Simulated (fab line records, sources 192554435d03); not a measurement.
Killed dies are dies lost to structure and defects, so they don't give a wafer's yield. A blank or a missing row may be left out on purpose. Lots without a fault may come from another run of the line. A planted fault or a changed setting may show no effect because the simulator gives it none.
Problem report in the 8D (eight disciplines) form, filled by code | flow n5_finfet | the parts of the form that need people (team, actions taken, sign-off) are left out

1. THE PROBLEM
bias_w at N5_BEOL_M8_ETCH_66 reads a mean of 156.3 W on 5 wafers of 3 lots; wafers without a fault read 150.0 W with a standard deviation of 0.52. That is +12 standard deviations from the usual mean.
The step: etches SOC in N2/H2, target depth 80 nm, overetch 16 nm, time 120 s.
First seen on wafer L869.1, day 11 12:23, on rie_diel-01. The record holds 30 wafers of 10 lots with a number at this step. Rule for "out", or "out of limits": more than 4 standard deviations from the usual mean. The other wafers with a number count as sound.

2. WHAT IT IS AND WHAT IT IS NOT
question                    | is                                     | is not
which readings at this step | bias_w, rf_vpp_V                       | drypump_motor_current_A, oes_product_au, showerhead_plenum_p_Torr, throttle_valve_pct
which lots                  | L869, L870, L873                       | L866, L867, L868, L882, L883, L884, L885
which wafers of those lots  | L869.1, L869.5, L870.3, L873.4, L873.5 | L869.2, L870.1, L870.5, L873.1
read on which tools         | rie_diel-01                            | rie_diel-04, rie_diel-06
when                        | from day 11 12:23                      | up to then (10 sound wafers); but 15 sound wafers of L870, L873, L882, L883, L884, L885 came after

3. SUSPECTS, AND WHAT RULES EACH OUT
Counting: a tool at a process step up to the reading stays a suspect if it ran every lot that is out. Sound lots after the first of them don't rule it out here, since some wafers of a struck lot are sound.
- rie_diel-01 at N5_BEOL_M8_DESCUM_16 (chemistry O2, time 7.9 s): kept. It ran every lot that is out, first L869 (day 11 10:22); its last sound lot up to then is L867 (day 10 15:10).
- rie_diel-01 at N5_BEOL_M8_ETCH_65 (etches SiARC in CF4, target depth 15.6 nm, time 26 s): kept. It ran every lot that is out, first L869 (day 11 12:21); its last sound lot up to then is L868 (day 11 09:49).
- rie_diel-01 at N5_BEOL_M8_ETCH_66 (etches SOC in N2/H2, target depth 80 nm, overetch 16 nm, time 120 s): kept. It ran every lot that is out, first L869 (day 11 12:23); its last sound lot up to then is L868 (day 11 09:51). Its own readings are out on those wafers: bias_w, rf_vpp_V.
- Within rie_diel-01 at N5_BEOL_M8_ETCH_65: the wafers that are out ran in chamber 0; their sound lot-mates ran in chambers 1, 3.
- Within rie_diel-01 at N5_BEOL_M8_ETCH_66: the wafers that are out ran in chamber 0; their sound lot-mates ran in chambers 1, 3.
Left after counting: rie_diel-01 at N5_BEOL_M8_DESCUM_16, rie_diel-01 at N5_BEOL_M8_ETCH_65, rie_diel-01 at N5_BEOL_M8_ETCH_66.

4. THE CAUSE (what the simulator had put in)
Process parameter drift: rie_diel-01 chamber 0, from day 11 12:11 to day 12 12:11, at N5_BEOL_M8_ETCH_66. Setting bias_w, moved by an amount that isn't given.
Counting left 3 suspects, and this tool is among them.

5. THE CHAIN OF EFFECTS, in route order
Each row: a reading whose mean over the struck wafers that have a number lies more than 3 standard deviations from the usual. Only readings for which the record gives a usual standard deviation are gone through. hours: the time from each lot's start at the first step in this table that gives one to its start at this step, as a median over the lots. sigmas: the change in usual standard deviations.
hours | step               | reading  | usual   | on struck wafers | change | sigmas
0     | N5_BEOL_M8_ETCH_66 | bias_w   | 150.0 W | 156.3            | +6.3   | +12
0     | N5_BEOL_M8_ETCH_66 | rf_vpp_V | 524.8 V | 538.3            | +13.5  | +6.7
The process steps in it:
- N5_BEOL_M8_ETCH_66: etches SOC in N2/H2, target depth 80 nm, overetch 16 nm, time 120 s.

6. WHAT WOULD HAVE CAUGHT IT SOONER
In this record the first reading out of limits was taken at day 11 12:23, 0 hours after the fault began at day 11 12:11.
